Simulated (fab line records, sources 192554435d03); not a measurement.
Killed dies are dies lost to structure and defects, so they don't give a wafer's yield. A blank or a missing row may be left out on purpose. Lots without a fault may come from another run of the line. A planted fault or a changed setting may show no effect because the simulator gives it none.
fab line records | flow n5_finfet
record lots=24 wafers=72 last_day=19
route steps=1938 shown GATE_CUT@516 MOL_CONTACT_COAG@549 BEOL_M0_SAQP@650
lots that met no fault: from a run of the same line without faults
start_h: hours from the record's first day to the start of the lot's first wafer shown | wait_h: hours since the lot's step before | " the same as in the row above | L1.1+2: a row that stands for several wafers | - no value, or no start given | * or withheld: withheld | < > ~ a bound
route shown NAME@n: a module of which the file shows steps, and the number in the route of the first | usual: mean/standard deviation of fault-free wafers | same: alike in all rows | chamber/n: place in a boat | sites: the reading at each site | _std_site: their standard deviation | _edge_site: outer sites' mean less inner sites' | radius_mm: how far each site lies from the wafer's centre | mask NAME#n: copy n | behind: the tool/chamber that last shaped the wafer | hold: why the lot was held/for how many hours/how that ended | device: the transistor (n, p or np) that didn't switch | end of line: the same wafers' tests at the end of the route | a step without rows: its recipe alone | killed: dies lost to structure and defects at the first sort, not the wafer's yield | map: a wafer's dies, x killed, . not, _ none there
set.NAME: the setting as run; set.NAME@STEP: as run at that earlier step | model.NAME: the simulator's own value behind a step, which no gauge read
steps of the route over a sample of lots; a table a step, a row a wafer
services: from which hour (start_h, from the record's first day; less than 0 if before it) a tool's chamber was out of use, for how many hours, and why
## steps
# step N5_GATE_CUT_INSPECT_26
# recipe inspect_instrument=darkfield mode=post_cmp
# usual raw_defect_count=45/18
# columns lot.wafer tool chamber start_h wait_h raw_defect_count
L074.1 defect_inspect-01 - 90.93 0.0 58
L074.2 " - " " 34
L074.3 " - " " 29
L075.1 defect_inspect-01 - 99.31 0.0 52
L075.4 " - " " 39
L075.5 " - " " 50
L076.1 defect_inspect-01 - 103.80 0.0 43
L076.5 " - " " 16
L076.6 " - " " 64
L077.2 defect_inspect-01 - 106.42 0.0 29
L077.3 " - " " 12
L077.6 " - " " 31
L078.2 defect_inspect-01 - 112.39 0.0 120
L078.5 " - " " 29
L078.6 " - " " 45
L079.3 defect_inspect-02 - 119.02 0.0 57
L079.4 " - " " 32
L079.6 " - " " 51
L080.1 defect_inspect-02 - 122.33 0.0 38
L080.2 " - " " 42
L080.6 " - " " 55
L081.1 defect_inspect-01 - 134.28 0.0 72
L081.3 " - " " 46
L081.6 " - " " 59
L082.1 defect_inspect-02 - 137.17 0.0 73
L082.2 " - " " 88
L082.6 " - " " 84
L083.1 defect_inspect-02 - 145.45 0.0 33
L083.3 " - " " 45
L083.5 " - " " 37
L084.1 defect_inspect-01 - 149.77 0.0 37
L084.2 " - " " 44
L084.5 " - " " 29
L085.1 defect_inspect-02 - 161.35 0.0 26
L085.2 " - " " 27
L085.6 " - " " 72
L086.1 defect_inspect-02 - 163.37 0.0 28
L086.4 " - " " 43
L086.5 " - " " 55
L087.1 defect_inspect-01 - 170.05 0.0 45
L087.5 " - " " 54
L087.6 " - " " 33
L088.1 defect_inspect-02 - 170.82 0.0 56
L088.2 " - " " 39
L088.5 " - " " 52
L089.1 defect_inspect-02 - 178.41 0.0 23
L089.2 " - " " 39
L089.5 " - " " 52
L090.1 defect_inspect-02 - 180.91 0.0 33
L090.4 " - " " 49
L090.5 " - " " 24
L091.3 defect_inspect-01 - 189.57 0.0 23
L091.4 " - " " 22
L091.5 " - " " 13
L092.1 defect_inspect-01 - 192.75 0.0 38
L092.3 " - " " 28
L092.5 " - " " 24
L093.3 defect_inspect-02 - 200.36 0.0 43
L093.5 " - " " 67
L093.6 " - " " 58
L094.1 defect_inspect-01 - 207.47 0.0 73
L094.2 " - " " 51
L094.4 " - " " 60
L095.2 defect_inspect-02 - 213.37 0.0 23
L095.5 " - " " 83
L095.6 " - " " 40
L096.1 defect_inspect-01 - 216.28 0.0 17
L096.2 " - " " 25
L096.3 " - " " 53
L097.2 defect_inspect-02 - 223.92 0.0 42
L097.4 " - " " 42
L097.6 " - " " 45
# step N5_MOL_CONTACT_COAG_ANNEAL_113
# recipe temp_c=400 time_s=300 ambient=H2/N2
# usual lamp_power_pct=3.174/0.0057 wafer_temp_C_max=402.3/0.69
# columns lot.wafer tool chamber start_h wait_h lamp_power_pct wafer_temp_C_max
L074.1 rtp_anneal-02 0 94.36 0.4 3.183 402.9
L074.2 " 0 " " 3.180 403.1
L074.3 " 0 " " 3.183 403.5
L075.1 rtp_anneal-01 0 103.11 0.3 3.177 402.2
L075.4 " 0 " " 3.175 401.8
L075.5 " 0 " " 3.172 401.8
L076.1 rtp_anneal-01 0 108.64 0.3 3.166 401.4
L076.5 " 0 " " 3.172 401.0
L076.6 " 0 " " 3.171 401.5
L077.2 rtp_anneal-01 0 111.75 0.5 3.171 402.0
L077.3 " 0 " " 3.166 401.7
L077.6 " 0 " " 3.169 402.3
L078.2 rtp_anneal-02 0 118.13 0.5 3.179 402.3
L078.5 " 0 " " 3.185 403.2
L078.6 " 0 " " 3.181 402.3
L079.3 rtp_anneal-02 0 123.69 0.6 3.184 403.2
L079.4 " 0 " " 3.180 403.1
L079.6 " 0 " " 3.177 402.6
L080.1 rtp_anneal-02 0 126.76 0.3 3.176 402.9
L080.2 " 0 " " 3.177 402.0
L080.6 " 0 " " 3.181 402.7
L081.1 rtp_anneal-02 0 140.25 0.3 3.174 402.1
L081.3 " 0 " " 3.181 402.4
L081.6 " 0 " " 3.176 402.0
L082.1 rtp_anneal-01 0 140.77 0.4 3.164 401.8
L082.2 " 0 " " 3.171 402.2
L082.6 " 0 " " 3.166 401.8
L083.1 rtp_anneal-02 0 149.13 0.3 3.178 402.8
L083.3 " 0 " " 3.178 402.9
L083.5 " 0 " " 3.177 402.8
L084.1 rtp_anneal-01 0 154.07 0.3 3.169 401.6
L084.2 " 0 " " 3.171 401.6
L084.5 " 0 " " 3.171 401.9
L086.1 rtp_anneal-02 0 166.78 0.3 3.177 402.3
L086.4 " 0 " " 3.178 402.5
L086.5 " 0 " " 3.177 402.2
L085.1 rtp_anneal-01 0 167.37 0.6 3.176 401.5
L085.2 " 0 " " 3.166 401.2
L085.6 " 0 " " 3.168 401.9
L087.1 rtp_anneal-01 0 175.08 0.5 3.170 401.6
L087.5 " 0 " " 3.168 402.1
L087.6 " 0 " " 3.171 401.8
L088.1 rtp_anneal-02 0 175.69 0.7 3.182 402.9
L088.2 " 0 " " 3.181 403.9
L088.5 " 0 " " 3.180 403.1
L089.1 rtp_anneal-01 0 182.48 0.5 3.171 401.8
L089.2 " 0 " " 3.175 401.4
L089.5 " 0 " " 3.171 401.5
L090.1 rtp_anneal-01 0 185.16 0.3 3.170 401.6
L090.4 " 0 " " 3.167 402.2
L090.5 " 0 " " 3.168 401.6
L091.3 rtp_anneal-02 0 193.32 0.6 3.185 403.2
L091.4 " 0 " " 3.179 403.2
L091.5 " 0 " " 3.179 403.5
L092.1 rtp_anneal-02 0 196.39 0.4 3.178 403.0
L092.3 " 0 " " 3.172 402.9
L092.5 " 0 " " 3.171 402.7
L093.3 rtp_anneal-01 0 205.01 0.6 3.165 402.0
L093.5 " 0 " " 3.169 402.1
L093.6 " 0 " " 3.168 402.0
L094.1 rtp_anneal-01 0 210.98 0.4 3.170 401.6
L094.2 " 0 " " 3.167 401.7
L094.4 " 0 " " 3.166 402.8
L095.2 rtp_anneal-02 0 217.06 0.5 3.178 402.2
L095.5 " 0 " " 3.184 402.0
L095.6 " 0 " " 3.178 402.9
L096.1 rtp_anneal-01 0 220.23 0.3 3.167 401.7
L096.2 " 0 " " 3.169 401.5
L096.3 " 0 " " 3.163 402.2
L097.2 rtp_anneal-02 0 227.57 0.5 3.181 403.3
L097.4 " 0 " " 3.172 403.0
L097.6 " 0 " " 3.179 403.4
# step N5_MOL_CONTACT_COAG_CMP_28
# recipe stop_on=SiNx t_overpolish_s=0.85 post_cmp_clean=alkaline_brush down_force_psi=4.15 platen_rpm=51.8 pad_velocity_m_s=1.0307 target_thk_nm=14.522
# usual motor_current_A=12.3/1.1 time_to_endpoint_s=5.0/2
# columns lot.wafer tool chamber start_h wait_h motor_current_A time_to_endpoint_s
L074.1 cmp-04 2 101.22 0.8 14.0 6.4
L074.2 " 3 " " 13.0 3.6
L074.3 " 0 " " 11.7 6.4
L075.4 cmp-02 1 106.77 0.9 11.9 4.3
L075.1 " 2 " " 12.6 2.5
L075.5 " 0 " " 11.5 5.2
L076.1 cmp-04 1 112.89 0.8 12.9 8.3
L076.5 " 1 " " 12.6 10.1
L076.6 " 2 " " 13.3 5.6
L077.2 cmp-02 2 116.76 0.8 13.2 3.3
L077.3 " 0 " " 11.0 1.9
L077.6 " 3 " " 11.9 3.1
L078.2 cmp-02 2 122.04 0.9 13.3 8.0
L078.5 " 1 " " 10.9 6.3
L078.6 " 2 " " 13.9 6.9
L079.4 cmp-04 3 128.60 0.8 12.1 5.0
L079.3 " 0 " " 11.5 4.8
L079.6 " 2 " " 13.9 4.0
L080.1 cmp-01 1 131.59 0.8 13.7 6.4
L080.2 " 0 " " 11.7 5.1
L080.6 " 1 " " 13.9 6.0
L081.3 cmp-01 1 147.49 0.9 13.5 5.8
L081.1 " 2 " " 11.8 6.2
L081.6 " 0 " " 12.6 4.4
L082.1 cmp-02 2 147.67 0.9 13.2 4.7
L082.2 " 3 " " 12.6 4.4
L082.6 " 1 " " 11.0 2.6
L083.3 cmp-04 3 154.99 0.8 12.3 5.3
L083.1 " 1 " " 12.7 7.1
L083.5 " 0 " " 11.5 6.6
L084.1 cmp-01 0 158.63 0.9 11.8 7.1
L084.2 " 1 " " 14.0 8.2
L084.5 " 2 " " 12.0 9.1
L086.4 cmp-04 0 171.17 0.8 12.3 6.3
L086.1 " 2 " " 13.5 3.2
L086.5 " 1 " " 12.6 3.8
L085.2 cmp-01 2 171.46 0.8 12.0 5.1
L085.1 " 0 " " 12.3 3.6
L085.6 " 3 " " 10.2 5.4
L087.1 cmp-01 3 179.68 0.8 10.7 7.2
L087.5 " 2 " " 11.0 8.6
L087.6 " 3 " " 10.5 7.0
L088.1 cmp-04 2 181.49 0.9 13.4 1.1
L088.2 " 3 " " 11.9 4.5
L088.5 " 1 " " 12.9 2.5
L089.2 cmp-01 2 186.75 0.8 11.8 7.2
L089.1 " 3 " " 10.8 6.3
L089.5 " 2 " " 11.8 6.8
L090.1 cmp-02 3 192.02 0.8 12.2 6.7
L090.4 " 1 " " 11.2 2.4
L090.5 " 3 " " 12.5 5.3
L091.3 cmp-04 2 197.54 0.8 13.9 4.5
L091.4 " 0 " " 11.9 3.8
L091.5 " 2 " " 13.3 1.5
L092.3 cmp-01 0 202.94 0.8 12.1 6.9
L092.1 " 2 " " 11.3 6.0
L092.5 " 1 " " 14.5 7.1
L093.3 cmp-01 0 210.94 0.8 12.4 5.4
L093.6 " 3 " " 10.6 5.6
L093.5 " 0 " " 12.2 5.8
L094.4 cmp-02 2 216.79 0.8 13.2 2.3
L094.2 " 0 " " 10.7 3.9
L094.1 " 1 " " 11.0 3.0
L095.2 cmp-04 1 221.21 0.8 12.5 3.4
L095.6 " 1 " " 11.7 1.2
L095.5 " 2 " " 15.2 1.9
L096.3 cmp-04 3 224.86 0.8 12.4 2.6
L096.2 " 0 " " 11.8 4.7
L096.1 " 2 " " 14.0 3.3
L097.4 cmp-01 0 232.29 0.8 12.2 4.1
L097.2 " 2 " " 11.7 5.6
L097.6 " 0 " " 12.2 2.5
# step N5_MOL_CONTACT_COAG_ETCHBACK_134
# recipe chemistry=CHF3 target=SiO2 target_depth_a=100 time_s=6.7 ion_energy_ev=200 pressure_mtorr=30 source_w=610 bias_w=170 Ar_flow_sccm=200 CHF3_flow_sccm=50
# usual CHF3_flow_sccm=50.00/0.16 drypump_motor_current_A=6.0/0.34 oes_product_au=0.80/0.081 rf_vpp_V=525/4.2 showerhead_plenum_p_Torr=2.39/0.11 throttle_valve_pct=18.62/0.16
# columns lot.wafer tool chamber start_h wait_h CHF3_flow_sccm drypump_motor_current_A oes_product_au rf_hours_counter_h rf_vpp_V showerhead_plenum_p_Torr throttle_valve_pct
L074.1 rie_diel-04 0 105.28 0.3 50.12 6.4 0.94 18 525 2.53 18.39
L074.2 " 1 " " 50.20 6.1 0.74 184 518 2.27 18.56
L074.3 " 2 " " 49.79 6.1 0.91 30 525 2.33 18.82
L075.1 rie_diel-04 0 110.48 0.1 50.24 6.4 0.93 20 524 2.53 18.40
L075.4 " 2 " " 50.05 6.1 0.91 32 523 2.33 18.82
L075.5 " 3 " " 49.89 6.0 0.75 - 527 2.36 18.56
L076.1 rie_diel-04 0 116.28 0.1 50.21 6.4 0.93 21 524 2.53 18.41
L076.5 " 1 " " 49.97 6.1 0.73 - 516 2.27 18.55
L076.6 " 2 " " 50.02 6.1 0.90 - 525 2.33 18.82
L077.2 rie_diel-04 0 119.96 0.1 50.13 6.4 0.94 23 523 2.53 18.40
L077.3 " 3 " " 50.00 6.0 0.76 179 528 2.36 18.57
L077.6 " 0 " " 50.11 6.4 0.94 - 523 2.53 18.40
L078.2 rie_diel-04 3 124.99 0.1 49.88 6.0 0.75 181 528 2.36 18.58
L078.5 " 0 " " 50.10 6.4 0.92 - 523 2.53 18.39
L078.6 " 3 " " 49.88 6.0 0.75 - 528 2.36 18.57
L079.3 rie_diel-02 1 131.79 0.1 50.10 5.5 0.84 65 529 2.52 18.66
L079.4 " 3 " " 49.82 5.9 0.75 171 525 2.46 18.50
L079.6 " 1 " " 49.83 5.4 0.83 - 531 2.52 18.66
L080.1 rie_diel-05 1 135.55 0.1 49.95 5.4 0.77 124 523 2.21 18.84
L080.2 " 0 " " 50.12 5.5 0.77 150 529 2.47 18.49
L080.6 " 3 " " 50.23 6.3 0.71 - 525 2.45 18.90
L081.1 rie_diel-05 3 150.71 0.1 49.92 6.3 0.71 229 522 2.45 18.90
L081.3 " 2 " " 50.00 5.8 0.95 4 532 2.54 18.58
L081.6 " 1 " " 50.38 5.4 0.76 - 523 2.20 18.85
L082.1 rie_diel-02 1 150.86 0.1 50.12 5.5 0.83 73 530 2.52 18.67
L082.2 " 3 " " 50.07 5.9 0.73 177 525 2.46 18.50
L082.6 " 1 " " 50.04 5.5 0.82 - 531 2.52 18.70
L083.1 rie_diel-04 0 158.80 0.1 49.73 6.4 0.91 36 524 2.52 18.41
L083.3 " 2 " " 50.02 6.1 0.88 48 525 2.32 18.84
L083.5 " 0 " " 49.74 6.4 0.90 - 524 2.52 18.43
L084.1 rie_diel-04 2 162.31 0.1 50.06 6.1 0.88 50 523 2.32 18.83
L084.2 " 3 " " 49.92 6.0 0.74 194 527 2.35 18.59
L084.5 " 0 " " 49.89 6.3 0.90 - 523 2.52 18.41
L086.1 rie_diel-04 3 174.77 0.1 50.20 6.0 0.74 198 529 2.35 18.60
L086.4 " 2 " " 49.86 6.0 0.87 54 524 2.32 18.84
L086.5 " 0 " " 50.25 6.4 0.90 - 523 2.52 18.41
L085.1 rie_diel-05 1 175.62 0.1 50.00 5.4 0.76 136 523 2.20 18.86
L085.2 " 0 " " 49.64 5.6 0.76 163 530 2.46 18.51
L085.6 " 0 " " 50.01 5.5 0.76 - 530 2.46 18.51
L087.1 rie_diel-04 2 183.40 0.1 49.67 6.1 0.86 58 525 2.32 18.85
L087.5 " 2 " " 49.95 6.1 0.87 - 525 2.32 18.86
L087.6 " 1 " " 49.92 6.1 0.73 - 516 2.26 18.59
L088.1 rie_diel-02 3 184.71 0.1 49.92 5.9 0.73 188 525 2.45 18.50
L088.2 " 2 " " 50.00 6.4 0.67 247 529 2.33 18.87
L088.5 " 0 " " 50.02 5.3 0.85 - 525 2.52 18.43
L089.1 rie_diel-04 1 192.72 0.1 50.04 6.1 0.72 216 517 2.26 18.60
L089.2 " 2 " " 50.02 6.1 0.86 61 523 2.32 18.85
L089.5 " 3 " " 50.16 6.0 0.73 - 528 2.35 18.62
L090.1 rie_diel-02 3 195.50 0.1 50.18 5.9 0.73 192 524 2.45 18.53
L090.4 " 1 " " 49.82 5.4 0.81 - 531 2.51 18.69
L090.5 " 0 " " 49.86 5.3 0.84 - 524 2.52 18.42
L091.3 rie_diel-04 1 200.44 0.2 49.98 6.1 0.71 219 517 2.26 18.60
L091.4 " 3 " " 50.02 6.0 0.73 207 528 2.35 18.64
L091.5 " 0 " " 50.03 6.4 0.88 - 524 2.52 18.45
L092.1 rie_diel-04 0 206.59 0.1 50.14 6.4 0.88 53 523 2.52 18.45
L092.3 " 1 " " 49.89 6.1 0.71 222 518 2.26 18.60
L092.5 " 2 " " 50.19 6.1 0.85 - 523 2.32 18.89
L093.3 rie_diel-05 0 214.56 0.1 50.29 5.5 0.75 175 530 2.46 18.54
L093.5 " 2 " " 49.84 5.8 0.89 - 530 2.53 18.62
L093.6 " 1 " " 49.73 5.4 0.75 - 523 2.20 18.88
L094.1 rie_diel-02 1 219.95 0.1 50.13 5.5 0.79 98 530 2.51 18.71
L094.2 " 3 " " 50.03 5.9 0.71 203 526 2.45 18.53
L094.4 " 2 " " 50.09 6.4 1.00 1 530 2.33 18.46
L095.2 rie_diel-04 2 224.38 0.1 50.11 6.1 0.83 75 525 2.31 18.90
L095.5 " 2 " " 49.92 6.1 0.84 - 524 2.31 18.88
L095.6 " 1 " " 49.75 6.1 0.70 - 516 2.25 18.60
L096.1 rie_diel-05 2 228.84 0.3 50.25 5.8 0.91 28 532 2.53 18.62
L096.2 " 1 " " 50.05 5.4 0.75 153 524 2.20 18.89
L096.3 " 0 " " 49.89 5.5 0.74 180 530 2.46 18.56
L097.2 rie_diel-04 1 235.51 0.1 49.95 6.1 0.71 234 517 2.25 18.63
L097.4 " 0 " " 50.20 6.4 0.86 65 523 2.51 18.47
L097.6 " 0 " " 50.19 6.3 0.86 - 523 2.51 18.48
# step N5_MOL_CONTACT_COAG_STRIP_72
# recipe chemistry=N2/H2 power_w=450 temp_c=40 pressure_mtorr=20 rf_frequency_hz=6e+07 overash_fraction=3 bias_power_w=7 h2_frac=0.5 n2_flow_sccm=200 h2_flow_sccm=200
# usual drypump_motor_current_A=6.0/0.34 oes_product_au=0.80/0.08 rf_vpp_V=59.4/2.1 showerhead_plenum_p_Torr=2.55/0.12 throttle_valve_pct=23.57/0.19
# columns lot.wafer tool chamber start_h wait_h drypump_motor_current_A oes_product_au rf_hours_counter_h rf_vpp_V showerhead_plenum_p_Torr throttle_valve_pct
L074.1 rie_diel-04 0 105.56 0.0 6.4 0.93 18 59.9 2.70 23.40
L074.2 " 1 " " 6.1 0.75 184 61.2 2.41 23.36
L074.3 " 2 " " 6.1 0.92 30 58.4 2.48 23.81
L075.1 rie_diel-04 0 110.76 0.0 6.4 0.93 20 59.4 2.70 23.42
L075.4 " 2 " " 6.1 0.91 32 62.1 2.48 23.79
L075.5 " 3 " " 6.0 0.75 - 59.6 2.53 23.53
L076.1 rie_diel-04 0 116.56 0.0 6.4 0.93 21 58.3 2.70 23.41
L076.5 " 1 " " 6.1 0.75 - 60.7 2.41 23.33
L076.6 " 2 " " 6.1 0.89 - 56.9 2.48 23.81
L077.2 rie_diel-04 0 120.24 0.0 6.4 0.92 23 59.7 2.70 23.42
L077.3 " 3 " " 6.0 0.75 179 59.9 2.53 23.56
L077.6 " 0 " " 6.4 0.91 - 61.5 2.70 23.44
L078.2 rie_diel-04 3 125.27 0.0 6.0 0.75 181 56.2 2.52 23.55
L078.5 " 0 " " 6.4 0.93 - 63.8 2.70 23.45
L078.6 " 3 " " 6.0 0.75 - 58.6 2.53 23.54
L079.3 rie_diel-02 1 132.07 0.0 5.5 0.82 66 59.2 2.68 23.49
L079.4 " 3 " " 5.9 0.74 171 60.9 2.64 23.59
L079.6 " 1 " " 5.5 0.84 - 60.2 2.68 23.45
L080.1 rie_diel-05 1 135.83 0.0 5.4 0.76 124 60.6 2.35 23.83
L080.2 " 0 " " 5.6 0.76 150 62.6 2.65 23.35
L080.6 " 3 " " 6.3 0.71 - 60.9 2.62 23.95
L081.1 rie_diel-05 3 150.99 0.0 6.3 0.72 229 56.9 2.62 23.97
L081.3 " 2 " " 5.8 0.95 4 61.2 2.72 23.42
L081.6 " 1 " " 5.4 0.78 - 59.8 2.34 23.87
L082.1 rie_diel-02 1 151.14 0.0 5.4 0.81 73 59.0 2.68 23.48
L082.2 " 3 " " 5.9 0.74 178 60.3 2.64 23.57
L082.6 " 1 " " 5.4 0.83 - 55.5 2.68 23.49
L083.1 rie_diel-04 0 159.08 0.0 6.4 0.91 36 60.0 2.69 23.40
L083.3 " 2 " " 6.1 0.85 48 58.4 2.48 23.83
L083.5 " 0 " " 6.4 0.89 - 60.4 2.69 23.44
L084.1 rie_diel-04 2 162.59 0.0 6.0 0.88 50 61.6 2.48 23.81
L084.2 " 3 " " 6.0 0.73 194 60.8 2.52 23.56
L084.5 " 0 " " 6.3 0.87 - 64.5 2.69 23.45
L086.1 rie_diel-04 3 175.05 0.0 6.1 0.73 198 58.4 2.52 23.58
L086.4 " 2 " " 6.1 0.89 54 57.2 2.47 23.85
L086.5 " 0 " " 6.4 0.92 - 59.3 2.69 23.41
L085.1 rie_diel-05 1 175.90 0.0 5.4 0.76 136 59.9 2.34 23.89
L085.2 " 0 " " 5.5 0.74 163 60.3 2.64 23.37
L085.6 " 0 " " 5.5 0.76 - 59.1 2.64 23.40
L087.1 rie_diel-04 2 183.68 0.0 6.1 0.87 58 57.1 2.47 23.87
L087.5 " 2 " " 6.1 0.85 - 58.4 2.47 23.82
L087.6 " 1 " " 6.1 0.72 - 62.2 2.40 23.38
L088.1 rie_diel-02 3 184.99 0.0 5.9 0.73 188 63.3 2.63 23.58
L088.2 " 2 " " 6.4 0.67 247 60.4 2.50 23.98
L088.5 " 0 " " 5.3 0.86 - 62.5 2.70 23.48
L089.1 rie_diel-04 1 193.00 0.0 6.1 0.73 216 59.0 2.40 23.37
L089.2 " 2 " " 6.1 0.86 61 61.0 2.47 23.84
L089.5 " 3 " " 6.0 0.74 - 57.3 2.51 23.61
L090.1 rie_diel-02 3 195.78 0.0 5.9 0.72 192 59.0 2.63 23.57
L090.4 " 1 " " 5.5 0.80 - 61.6 2.67 23.48
L090.5 " 0 " " 5.3 0.86 - 62.9 2.69 23.51
L091.3 rie_diel-04 1 200.72 0.0 6.1 0.72 219 59.5 2.40 23.41
L091.4 " 3 " " 6.0 0.72 207 58.2 2.51 23.56
L091.5 " 0 " " 6.4 0.88 - 59.3 2.68 23.45
L092.1 rie_diel-04 0 206.87 0.0 6.4 0.90 53 59.1 2.68 23.46
L092.3 " 1 " " 6.1 0.72 222 58.4 2.40 23.45
L092.5 " 2 " " 6.1 0.85 - 58.3 2.47 23.86
L093.3 rie_diel-05 0 214.84 0.0 5.6 0.75 175 58.7 2.63 23.39
L093.5 " 2 " " 5.8 0.87 - 57.3 2.71 23.47
L093.6 " 1 " " 5.5 0.76 - 59.5 2.34 23.86
L094.1 rie_diel-02 1 220.23 0.0 5.5 0.79 98 59.4 2.67 23.49
L094.2 " 3 " " 5.9 0.71 203 59.4 2.63 23.60
L094.4 " 2 " " 6.4 0.98 1 57.9 2.50 23.62
L095.2 rie_diel-04 2 224.66 0.0 6.1 0.85 75 58.6 2.47 23.83
L095.5 " 2 " " 6.1 0.85 - 56.4 2.47 23.85
L095.6 " 1 " " 6.1 0.71 - 57.4 2.40 23.41
L096.1 rie_diel-05 2 229.12 0.0 5.8 0.87 28 58.9 2.70 23.45
L096.2 " 1 " " 5.5 0.75 153 58.9 2.33 23.88
L096.3 " 0 " " 5.5 0.73 180 60.9 2.63 23.41
L097.2 rie_diel-04 1 235.79 0.0 6.1 0.71 234 57.5 2.39 23.41
L097.4 " 0 " " 6.4 0.86 65 61.1 2.68 23.48
L097.6 " 0 " " 6.4 0.86 - 60.7 2.68 23.48
# step N5_BEOL_M0_SAQP_OVL_MEAS_15
# recipe points_per_wafer=44
# usual M0_CORE_OVL=0.0/0.73
# columns lot.wafer tool chamber start_h wait_h M0_CORE_OVL[nm]
L074.1 overlay-02 0 111.34 0.0 0.5
L074.2 " 0 " " 0.1
L074.3 " 0 " " 0.0
L075.1 overlay-02 0 118.17 0.0 1.2
L075.4 " 0 " " 2.3
L075.5 " 0 " " 1.0
L076.1 overlay-02 0 123.12 0.0 0.3
L076.5 " 0 " " 0.4
L076.6 " 0 " " 0.5
L077.2 overlay-02 0 126.70 0.0 1.0
L077.3 " 0 " " 1.1
L077.6 " 0 " " 1.3
L078.2 overlay-01 0 130.80 0.0 -1.1
L078.5 " 0 " " -0.7
L078.6 " 0 " " -0.3
L079.3 overlay-01 0 139.36 0.0 0.3
L079.4 " 0 " " 1.2
L079.6 " 0 " " 0.4
L080.1 overlay-01 0 141.31 0.0 -0.1
L080.2 " 0 " " -0.1
L080.6 " 0 " " 0.0
L081.1 overlay-02 0 156.89 0.0 0.1
L081.3 " 0 " " 0.7
L081.6 " 0 " " 0.3
L082.1 overlay-01 0 160.50 0.0 1.2
L082.2 " 0 " " -0.4
L082.6 " 0 " " 0.7
L083.1 overlay-01 0 166.36 0.0 0.7
L083.3 " 0 " " -0.5
L083.5 " 0 " " 0.5
L084.1 overlay-01 0 168.64 0.0 0.0
L084.2 " 0 " " -0.4
L084.5 " 0 " " -0.3
L086.1 overlay-02 0 181.21 0.0 -0.4
L086.4 " 0 " " 0.5
L086.5 " 0 " " 0.2
L085.1 overlay-01 0 184.20 0.0 -0.4
L085.2 " 0 " " -1.0
L085.6 " 0 " " 1.0
L087.1 overlay-02 0 189.46 0.0 -0.1
L087.5 " 0 " " 0.0
L087.6 " 0 " " 0.1
L088.1 overlay-02 0 192.81 0.0 0.1
L088.2 " 0 " " -0.4
L088.5 " 0 " " 0.1
L089.1 overlay-02 0 201.18 0.0 -0.6
L089.2 " 0 " " -0.1
L089.5 " 0 " " -0.6
L090.1 overlay-01 0 201.86 0.0 -0.2
L090.4 " 0 " " -0.6
L090.5 " 0 " " -0.6
L091.3 overlay-02 0 207.04 0.0 -0.2
L091.4 " 0 " " -0.1
L091.5 " 0 " " -1.2
L092.1 overlay-01 0 212.17 0.0 -1.2
L092.3 " 0 " " -0.7
L092.5 " 0 " " -0.9
L093.3 overlay-02 0 220.62 0.0 -0.8
L093.5 " 0 " " 0.1
L093.6 " 0 " " -0.5
L094.1 overlay-01 0 226.35 0.0 0.2
L094.2 " 0 " " -0.1
L094.4 " 0 " " 0.8
L095.2 overlay-01 0 230.50 0.0 -1.1
L095.5 " 0 " " -0.2
L095.6 " 0 " " -1.2
L096.1 overlay-01 0 234.85 0.0 -0.4
L096.2 " 0 " " 0.3
L096.3 " 0 " " -1.2
L097.2 overlay-01 0 242.56 0.0 0.7
L097.4 " 0 " " 0.6
L097.6 " 0 " " 0.8
## services
# columns tool chamber start_h hours kind
cmp-04 - 72.88 3.9 repair
cmp-04 - 84.86 0.3 repair
rie_diel-02 - 85.35 0.4 repair
cmp-04 - 87.41 1.7 repair
cmp-02 - 94.18 2.6 repair
cmp-02 - 99.98 5.3 repair
rie_diel-05 2 108.52 - clean
rie_diel-05 2 108.52 - consumable_replace:focus_ring
rie_diel-05 2 108.52 - consumable_replace:showerhead
rie_diel-05 2 108.52 29.3 scheduled_down
rie_diel-05 2 108.52 29.3 vent_cycle
rie_diel-02 2 113.74 6.6 repair
cmp-01 - 122.00 5.7 pm
cmp-04 - 136.09 0.9 repair
cmp-02 - 139.93 1.2 repair
cmp-02 - 149.79 7.9 repair
cmp-02 - 182.65 1.8 repair
cmp-04 - 192.98 3.4 pm
rie_diel-02 2 193.76 - clean
rie_diel-02 2 193.76 - consumable_replace:focus_ring
cmp-01 - 195.17 1.2 repair
cmp-02 - 197.24 7.9 pm
rie_diel-05 3 226.36 1.8 repair
cmp-02 - 227.28 4.0 pm
## key
fault none
